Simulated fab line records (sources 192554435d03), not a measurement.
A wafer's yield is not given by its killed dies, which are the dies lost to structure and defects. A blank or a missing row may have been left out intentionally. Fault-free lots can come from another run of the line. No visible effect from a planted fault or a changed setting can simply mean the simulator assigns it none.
Which of the tools did it? :: flow n5Finfet :: 10 lots, 30 wafers sampled, at 2 steps of a route of 1938

== WHAT THE GAUGES READ, wafer by wafer ==
N5_BEOL_M4_RC_MEAS_101.
lot: L468
measured: day 8 06:26
on: prober-02
CJ_P: 5.60 5.67 5.73

lot: L472
measured: day 9 03:59
on: prober-02
CJ_P: 5.81 5.76 5.72

lot: L476
measured: day 10 16:43
on: prober-02
CJ_P: 5.79 5.73 5.55

lot: L478
measured: day 11 02:11
on: prober-01
CJ_P: 1.01 1.02 1.02

lot: L479
measured: day 11 03:54
on: prober-02
CJ_P: 1.01 1.00 0.99

lot: L480
measured: day 11 12:38
on: prober-02
CJ_P: 1.00 1.00 1.00

lot: L484
measured: day 12 12:56
on: prober-01
CJ_P: 5.67 5.72 5.64

lot: L485
measured: day 12 20:18
on: prober-02
CJ_P: 5.95 5.98 5.74

lot: L487
measured: day 14 02:38
on: prober-02
CJ_P: 5.69 5.43 5.77

lot: L488
measured: day 14 02:44
on: prober-01
CJ_P: 5.86 5.68 5.74

== TOOL THAT RAN EACH LOT (tool first, then ch and the chambers of the sampled wafers, then the start) ==
lot: L468
N5_WELL_APT_IMPLANT_15: implanter-02 ch 0, day 2 08:40

lot: L472
N5_WELL_APT_IMPLANT_15: implanter-01 ch 0, day 3 08:13

lot: L476
N5_WELL_APT_IMPLANT_15: implanter-01 ch 0, day 4 08:34

lot: L478
N5_WELL_APT_IMPLANT_15: implanter-01, day 4 20:28

lot: L479
N5_WELL_APT_IMPLANT_15: implanter-02, day 5 02:03

lot: L480
N5_WELL_APT_IMPLANT_15: implanter-02, day 5 08:23

lot: L484
N5_WELL_APT_IMPLANT_15: implanter-02 ch 0, day 6 08:09

lot: L485
N5_WELL_APT_IMPLANT_15: implanter-01 ch 0, day 6 14:16

lot: L487
N5_WELL_APT_IMPLANT_15: implanter-01 ch 0, day 7 02:14

lot: L488
N5_WELL_APT_IMPLANT_15: implanter-01 ch 0, day 7 08:12
- N5_WELL_APT_IMPLANT_15

== THE ANSWER, worked out from the rows above alone ==
Rule: the lots themselves supply what counts as usual. The widest of any qualifying gaps counts: lots, ordered by their means at a reading, are off when they make up no more than a third of the lots, leave a main group of 4 or more, and stand apart from it by 3 or more times the standard deviation of that group's means. A main group whose means are all the same, to the digits that the tables above print for the reading, isn't used. A lot without any number at a reading at which 4 lots or more have one is off too. Where the step has rows for the other lots, those lots are counted as sound.
Off: at N5_BEOL_M4_RC_MEAS_101 (CJ_P), L478, L479, L480. The main group has a mean of 5.73 with a standard deviation of 0.081.
A tool fits if, at a process step before that reading, it ran every lot that is off, and no sound lot after the first of them. Gauges at N5_BEOL_M4_RC_MEAS_101: tried the same way as those tools. No candidate that was tried fits.

== WHAT THE SIMULATOR HAD INSERTED ==
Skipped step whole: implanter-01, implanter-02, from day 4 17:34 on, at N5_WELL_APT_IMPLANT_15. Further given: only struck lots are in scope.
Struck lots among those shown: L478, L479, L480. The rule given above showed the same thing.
